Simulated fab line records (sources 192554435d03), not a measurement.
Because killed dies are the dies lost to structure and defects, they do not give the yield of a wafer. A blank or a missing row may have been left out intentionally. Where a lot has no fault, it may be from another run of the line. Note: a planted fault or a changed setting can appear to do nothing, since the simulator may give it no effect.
fab line records	flow n5_finfet
[record] lots = 7	wafers = 21
route steps=1938 shown BEOL_M14@1753 BEOL_M15@1820 TV_OPEN@1890 PASSIVATION@1901
start_h: the number of hours between the record's first day and the start of the first shown wafer of the lot	wait_h: hours from the lot's prior step to this one	" unchanged from the row above	L1.1+2: a single row standing in for several wafers	- value missing, or start not given	* or withheld: withheld	< > ~ a bound
route shown NAME@n: a module of which the file shows steps, and the number in the route of the first	usual: the fault-free wafers' mean and standard deviation	same: alike in all rows	chamber/n: place in a boat	sites: each site's reading	_std_site: standard deviation across them	_edge_site: mean of outer sites minus mean of inner sites	radius_mm: for every site, how far away it sits from the centre of the wafer	mask NAME#n: copy n	behind: the tool/chamber that last shaped the wafer	hold: cause of the lot's hold/its duration in hours/its outcome	device: the n, p or np transistor that did not switch	end of line: the route-end tests of the same wafers	where a step has no rows: the recipe by itself	killed: dies that structure and defects cost at the first sort, which is not the same as the wafer's yield	map: per-die view of a wafer (x killed, . not killed, _ where there is no die)
set.NAME: the setting that was run; set.NAME@STEP: the one run at that earlier step	model.NAME: the simulator's own value behind a step, which no gauge read
lots whose settings were changed on purpose; a table a step, a row a wafer
[[steps]]
[step N5_BEOL_M14_TRENCH_ETCH_34]
[recipe] chemistry = C4F8/O2/Ar	target = SiO2	target_depth_a = 5566.5	mask_material = SOC	he_inner_torr = 15	he_outer_torr = 30	time_s = 126.9	ion_energy_ev = 800	pressure_mtorr = 20	source_w = 1905	bias_w = 2040	Ar_flow_sccm = 400	C4F8_flow_sccm = 16	O2_flow_sccm = 12
lot.wafer	tool	chamber	start_h	wait_h	set.time_s	model.etch.depth_nm
L074.2	rie_diel-03	0	246.14	0.0	126.9	559.5
L074.3	"	1	"	"	141.3	653.3
L074.4	"	2	"	"	126.9	588.1
L075.4	rie_diel-01	2	275.18	0.1	109.5	463.1
L075.5	"	0	"	"	126.9	522.6
L075.6	"	3	"	"	126.9	559.3
L078.1	rie_diel-01	2	282.32	0.0	148.1	627.7
L078.2	"	0	"	"	148.1	605.1
L078.5	"	0	"	"	126.9	517.3
L080.2	rie_diel-03	2	322.94	0.0	126.9	586.5
L080.5	"	0	"	"	126.9	562.2
L080.6	"	1	"	"	126.9	585.7
L086.2	rie_diel-03	2	337.97	0.0	126.9	579.9
L086.3	"	0	"	"	126.9	549.8
L086.5	"	0	"	"	126.9	551.6
L092.1	rie_diel-01	3	395.56	0.0	126.9	550
L092.5	"	3	"	"	101.3	444.6
L092.6	"	0	"	"	126.9	562.6
L093.1	rie_diel-04	1	412.00	0.0	126.9	571
L093.2	"	2	"	"	126.9	571.8
L093.6	"	1	"	"	114.9	519.3
[step N5_BEOL_M14_STRIP_70]
[recipe] chemistry = C4F8/O2/Ar	resist = SiARC	rf_frequency_hz = 6e+07
[step N5_BEOL_M14_OCD_MEAS_35]
[usual] trench_depth_nm = 559/16
lot.wafer	tool	chamber	start_h	wait_h	set.time_s@BEOL_M14_TRENCH_ETCH_34	trench_depth_nm
L074.2	ocd-01	-	246.30	0.0	126.9	559
L074.3	"	-	"	"	141.3	654
L074.4	"	-	"	"	126.9	588
L075.4	ocd-02	-	275.28	0.0	109.5	463
L075.5	"	-	"	"	126.9	523
L075.6	"	-	"	"	126.9	559
L078.1	ocd-02	-	282.48	0.0	148.1	628
L078.2	"	-	"	"	148.1	606
L078.5	"	-	"	"	126.9	518
L080.2	ocd-01	-	323.10	0.0	126.9	586
L080.5	"	-	"	"	126.9	562
L080.6	"	-	"	"	126.9	586
L086.2	ocd-01	-	338.13	0.0	126.9	580
L086.3	"	-	"	"	126.9	550
L086.5	"	-	"	"	126.9	551
L092.1	ocd-02	-	395.71	0.0	126.9	550
L092.5	"	-	"	"	101.3	445
L092.6	"	-	"	"	126.9	563
L093.1	ocd-02	-	412.16	0.0	126.9	571
L093.2	"	-	"	"	126.9	572
L093.6	"	-	"	"	114.9	519
[step N5_BEOL_M14_STRIP_37]
[recipe] chemistry = O2	power_w = 600	temp_c = 60	pressure_mtorr = 30	rf_frequency_hz = 6e+07	bias_power_w = 0	overash_fraction = 0.3	o2_flow_sccm = 225
[step N5_BEOL_M14_ETCH_38]
[recipe] chemistry = CF4/N2	target = SiCN	target_depth_a = 1065	taper_deg = 2	time_s = 120.6	ion_energy_ev = 150	mask_material = SiO2	pressure_mtorr = 40	source_w = 430	bias_w = 70	Ar_flow_sccm = 100	cf4_flow_sccm = 60	n2_flow_sccm = 60
[step N5_BEOL_M14_ECD_47]
[recipe] material = Cu	target_thk_a = 12480
[step N5_BEOL_M14_ANNEAL_48]
[recipe] temp_c = 225	time_s = 90	ambient = N2
[step N5_BEOL_M14_CMP_49]
[recipe] stop_on = SiO2	t_overpolish_s = 5.2	down_force_psi = 2	platen_rpm = 80	clearing_platen_down_force_psi = 2	clearing_platen_rpm = 80	post_cmp_clean = cu_alkaline	target_thk_nm = 560	clearing_platen_pad_velocity_m_s = 1.5917	pad_velocity_m_s = 1.5917
lot.wafer	tool	chamber	start_h	wait_h	set.time_s@BEOL_M14_TRENCH_ETCH_34	model.Cu_of_BEOL_M14_ECD_47.thk_nm
L074.2	cmp-02	1	249.98	0.2	126.9	563
L074.4	"	3	"	"	126.9	593
L074.3	"	0	"	"	141.3	658.6
L075.4	cmp-04	0	277.94	0.3	109.5	468.8
L075.5	"	2	"	"	126.9	527
L075.6	"	3	"	"	126.9	564
L078.2	cmp-02	2	284.98	0.2	148.1	610
L078.1	"	0	"	"	148.1	633.4
L078.5	"	1	"	"	126.9	521.6
L080.2	cmp-01	2	326.80	0.2	126.9	590.6
L080.5	"	2	"	"	126.9	566.8
L080.6	"	3	"	"	126.9	587.4
L086.3	cmp-04	2	340.96	0.2	126.9	554
L086.2	"	3	"	"	126.9	584.8
L086.5	"	1	"	"	126.9	555
L092.1	cmp-01	1	398.53	0.4	126.9	554.6
L092.5	"	2	"	"	101.3	449
L092.6	"	3	"	"	126.9	566
L093.1	cmp-04	1	414.60	0.3	126.9	575.4
L093.2	"	3	"	"	126.9	576.4
L093.6	"	0	"	"	114.9	524
[step N5_BEOL_M14_DEP_53]
[recipe] material = SiCN	target_thk_a = 500	temp_c = withheld	precursor = 3MS/NH3	pressure_torr = 3	rf_w = 675	time_s = 17.8
lot.wafer	tool	chamber	start_h	wait_h	set.time_s	model.SiCN_of_BEOL_M14_DEP_53.thk_nm
L074.2	pecvd-01	0	250.34	0.0	19.99	55.6
L074.3	"	1	"	"	17.8	49.8
L074.4	"	0	"	"	19.99	56.4
L075.4	pecvd-03	1	278.23	0.0	17.8	51
L075.5	"	2	"	"	17.8	51.2
L075.6	"	0	"	"	15.56	44.2
L078.1	pecvd-01	0	285.31	0.0	17.8	50.8
L078.2	"	2	"	"	17.8	49.4
L078.5	"	2	"	"	17.8	50.6
L080.2+6	pecvd-01	0,1	327.16	0.0	17.8	50.2
L080.5	"	0	"	"	16.89	48.2
L086.2	pecvd-03	0	341.24	0.0	17.8	49.6
L086.3	"	2	"	"	17.8	49.8
L086.5	"	2	"	"	17.8	50.8
L092.1	pecvd-02	0	398.77	0.0	16.55	47.4
L092.5	"	1	"	"	17.8	50.8
L092.6	"	0	"	"	16.55	48
L093.1	pecvd-03	1	414.92	0.0	17.8	49.8
L093.2	"	2	"	"	15.47	43.2
L093.6	"	0	"	"	15.47	43.4
[step N5_BEOL_M14_RS_MEAS_54]
[recipe] thk_meas_gauge = four-point-probe	reads = Cu_of_BEOL_M14_ECD_47+Ta_of_BEOL_M14_SPUTTER_44+TaN_of_BEOL_M14_SPUTTER_43
[usual] M14_RS = 0.0331/0.00096
lot.wafer	tool	chamber	start_h	wait_h	set.time_s@BEOL_M14_TRENCH_ETCH_34	M14_RS[ohm/sq]
L074.2	film_metro-01	-	250.40	0.1	126.9	0.0330
L074.3	"	-	"	"	141.3	0.0281
L074.4	"	-	"	"	126.9	0.0313
L075.4	film_metro-01	-	278.29	0.0	109.5	0.0398
L075.5	"	-	"	"	126.9	0.0354
L075.6	"	-	"	"	126.9	0.0330
L078.1	film_metro-01	-	285.38	0.0	148.1	0.0293
L078.2	"	-	"	"	148.1	0.0304
L078.5	"	-	"	"	126.9	0.0357
L080.2	film_metro-02	-	327.23	0.1	126.9	0.0315
L080.5	"	-	"	"	126.9	0.0329
L080.6	"	-	"	"	126.9	0.0317
L086.2	film_metro-01	-	341.31	0.1	126.9	0.0317
L086.3	"	-	"	"	126.9	0.0335
L086.5	"	-	"	"	126.9	0.0335
L092.1	film_metro-02	-	398.84	0.0	126.9	0.0336
L092.5	"	-	"	"	101.3	0.0418
L092.6	"	-	"	"	126.9	0.0330
L093.1	film_metro-01	-	414.99	0.0	126.9	0.0323
L093.2	"	-	"	"	126.9	0.0322
L093.6	"	-	"	"	114.9	0.0355
[step N5_BEOL_M15_SPUTTER_44]
[recipe] material = Ta	target_thk_a = 150	temp_c = 50	bias_v = 80	power_w = 15000	chamber_pressure_pa = 0.07	time_s = 24.19
lot.wafer	tool	chamber	start_h	wait_h	set.power_w	model.Ta_of_BEOL_M15_SPUTTER_44.thk_nm
L074.2+4	pvd_sputter-01	-	256.50	0.0	16540	16.4
L074.3	"	-	"	"	16540	16.6
L075.4+6	pvd_sputter-02	-	282.90	0.0	15000	15
L075.5	"	-	"	"	15000	14.8
L078.1	pvd_sputter-03	-	291.83	0.0	15000	15
L078.2	"	-	"	"	15000	15.2
L078.5	"	-	"	"	14000	13.8
L080.2+6	pvd_sputter-02	-	331.99	0.0	12330	12.4
L080.5	"	-	"	"	12330	12.6
L086.2	pvd_sputter-03	-	346.24	0.0	15000	15
L086.3+5	"	-	"	"	15000	14.8
L092.1+5+6	pvd_sputter-02	-	404.15	0.0	16740	17
L093.1+2	pvd_sputter-02	-	418.14	0.0	15000	15.2
L093.6	"	-	"	"	12760	12.8
[step N5_BEOL_M15_CMP_49]
[recipe] stop_on = SiO2	t_overpolish_s = 4.9	down_force_psi = 2	platen_rpm = 80	clearing_platen_down_force_psi = 2	clearing_platen_rpm = 80	post_cmp_clean = cu_alkaline	target_thk_nm = 850	clearing_platen_pad_velocity_m_s = 1.5917	pad_velocity_m_s = 1.5917
[usual] barrier_field_endpoint_s = 11.54/0.25
lot.wafer	tool	chamber	start_h	wait_h	set.down_force_psi	barrier_field_endpoint_s
L074.2	cmp-03	0	257.40	0.2	2.278	10.97
L074.4	"	1	"	"	2.278	10.34
L074.3	"	2	"	"	2	11.61
L075.4	cmp-04	0	283.85	0.1	2	11.47
L075.6	"	0	"	"	1.738	12.84
L075.5	"	1	"	"	1.738	12.97
L078.2	cmp-04	1	292.64	0.3	2	11.59
L078.1	"	2	"	"	2.116	10.77
L078.5	"	3	"	"	2.116	10.76
L080.2	cmp-04	2	332.76	0.2	1.594	13.18
L080.5	"	1	"	"	2	10.43
L080.6	"	2	"	"	1.594	13.20
L086.2	cmp-04	1	347.01	0.2	2	11.59
L086.3	"	2	"	"	2	11.45
L086.5	"	0	"	"	2	11.86
L092.1	cmp-02	0	404.95	0.3	1.79	13.92
L092.5	"	0	"	"	2	12.52
L092.6	"	1	"	"	2	12.13
L093.2	cmp-04	0	419.22	0.2	2	11.44
L093.1	"	1	"	"	1.563	14.85
L093.6	"	0	"	"	2	10.84
[step N5_PASSIVATION_ETCH_15]
[recipe] chemistry = CF4/N2	target = SiCN	target_depth_a = 750	taper_deg = 2	time_s = 81.2	ion_energy_ev = 150	mask_material = SiNx	pressure_mtorr = 40	source_w = 430	bias_w = 70	Ar_flow_sccm = 100	cf4_flow_sccm = 60	n2_flow_sccm = 60
[usual] rf_vpp_V = 381.7/1.9
lot.wafer	tool	chamber	start_h	wait_h	set.bias_w	rf_vpp_V
L074.2	rie_diel-02	1	-	-	70	382.7
L074.3	"	2	"	"	80.22	416.1
L074.4	"	0	"	"	70	382.8
L075.4	rie_diel-05	2	-	-	76.76	403.2
L075.5	"	2	"	"	76.76	403.5
L075.6	"	3	"	"	70	381.1
L078.1	rie_diel-05	2	-	-	74.27	397.0
L078.2	"	0	"	"	70	384.5
L078.5	"	2	"	"	70	381.5
L080.2	rie_diel-05	2	-	-	70	380.9
L080.5	"	0	"	"	70	383.9
L080.6	"	3	"	"	79.39	411.7
L086.2	rie_diel-02	0	-	-	70	381.6
L086.3	"	3	"	"	70	379.4
L086.5	"	0	"	"	70	381.6
L092.1	rie_diel-05	2	-	-	70	381.6
L092.5	"	3	"	"	70	382.0
L092.6	"	0	"	"	70	382.5
L093.1	rie_diel-02	0	-	-	70	382.3
L093.2	"	2	"	"	77.26	406.3
L093.6	"	1	"	"	77.26	406.9
[step N5_PASSIVATION_EXPOSE_27]
[recipe] mask_id = PAD	na = 0.55	source_shape = conventional	sigma_outer = 0.8	polarization = unpolarized	defocus_nm = 0	dose_mj = 32.3
lot.wafer	tool	chamber	start_h	wait_h	mask	set.dose_mj
L074.2	krf_scanner-01	0	268.59	-	PAD#0	32.3
L074.3+4	"	0	"	"	PAD#0	30.07
L075.4+5+6	krf_scanner-02	0	292.42	-	PAD#0	32.3
L078.1+2+5	krf_scanner-02	0	305.44	-	PAD#0	32.3
L080.2+5	krf_scanner-02	0	340.79	-	PAD#0	34.4
L080.6	"	0	"	"	PAD#0	32.3
L086.2+3+5	krf_scanner-01	0	358.62	-	PAD#0	32.3
L092.1+6	krf_scanner-02	0	414.83	-	PAD#0	33.95
L092.5	"	0	"	"	PAD#0	32.3
L093.1+2	krf_scanner-01	0	430.36	-	PAD#0	31.13
L093.6	"	0	"	"	PAD#0	32.3
[step N5_PASSIVATION_PEB_28]
[recipe] peb_temp_c = withheld	peb_time_s = *
[step N5_PASSIVATION_DEVELOP_29]
[recipe] develop_time_s = 60	rinse_liquid = diw	dry = air_spin	dev_temp_c = 21
[step N5_PASSIVATION_HARDBAKE_31]
[recipe] temp_c = 130	time_s = 120
[step N5_PASSIVATION_CD_MEAS_30]
[recipe] target_cd_nm = 4000	landing_energy_ev = 500	detector = se_inlens	polarity = opening
[usual] cd_nm = 4000.9/1.6
lot.wafer	tool	chamber	start_h	wait_h	set.dose_mj@PASSIVATION_EXPOSE_27	cd_nm
L074.2	cd_sem-03	0	268.76	-	32.3	3999.5
L074.3	"	0	"	"	30.07	3992.3
L074.4	"	0	"	"	30.07	3992.2
L075.4	cd_sem-03	0	292.59	-	32.3	4002.2
L075.5	"	0	"	"	32.3	4000.9
L075.6	"	0	"	"	32.3	4000.8
L078.1	cd_sem-02	0	305.62	-	32.3	4000.1
L078.2	"	0	"	"	32.3	3998.8
L078.5	"	0	"	"	32.3	4003.3
L080.2	cd_sem-02	0	340.97	-	34.4	4010.7
L080.5	"	0	"	"	34.4	4012.0
L080.6	"	0	"	"	32.3	4000.0
L086.2	cd_sem-01	0	358.79	-	32.3	4001.5
L086.3	"	0	"	"	32.3	4003.0
L086.5	"	0	"	"	32.3	4001.7
L092.1	cd_sem-01	0	415.01	-	33.95	4009.8
L092.5	"	0	"	"	32.3	4002.2
L092.6	"	0	"	"	33.95	4010.2
L093.1	cd_sem-03	0	430.54	-	31.13	3993.8
L093.2	"	0	"	"	31.13	3992.5
L093.6	"	0	"	"	32.3	3997.9
[[key]]
[split] step = N5_BEOL_M14_TRENCH_ETCH_34	setting = time_s	stated = 126.9	by = wafer
[response] step = N5_BEOL_M14_TRENCH_ETCH_34	reading = model.etch.depth_nm	change = +5.83	per = 1%	r = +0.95
[response] step = N5_BEOL_M14_OCD_MEAS_35	reading = trench_depth_nm	change = +5.84	per = 1%	r = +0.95
[response] step = N5_BEOL_M14_CMP_49	reading = model.Cu_of_BEOL_M14_ECD_47.thk_nm	change = +5.84	per = 1%	r = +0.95
[response] step = N5_BEOL_M14_RS_MEAS_54	reading = M14_RS	change = -0.000389	per = 1%	r = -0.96
[split] step = N5_BEOL_M14_DEP_53	setting = time_s	stated = 17.8	by = wafer
[response] step = N5_BEOL_M14_DEP_53	reading = model.SiCN_of_BEOL_M14_DEP_53.thk_nm	change = +0.503	per = 1%	r = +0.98
[split] step = N5_BEOL_M15_SPUTTER_44	setting = power_w	stated = 15000	by = wafer
[response] step = N5_BEOL_M15_SPUTTER_44	reading = model.Ta_of_BEOL_M15_SPUTTER_44.thk_nm	change = +0.166	per = 1%	r = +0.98
[split] step = N5_BEOL_M15_CMP_49	setting = down_force_psi	stated = 2	by = wafer
[response] step = N5_BEOL_M15_CMP_49	reading = barrier_field_endpoint_s	change = -0.136	per = 1%	r = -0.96
[split] step = N5_PASSIVATION_ETCH_15	setting = bias_w	stated = 70	by = wafer
[response] step = N5_PASSIVATION_ETCH_15	reading = rf_vpp_V	change = +2.27	per = 1%	r = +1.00
[split] step = N5_PASSIVATION_EXPOSE_27	setting = dose_mj	stated = 32.3	by = wafer
[response] step = N5_PASSIVATION_CD_MEAS_30	reading = cd_nm	change = +1.4	per = 1%	r = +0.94
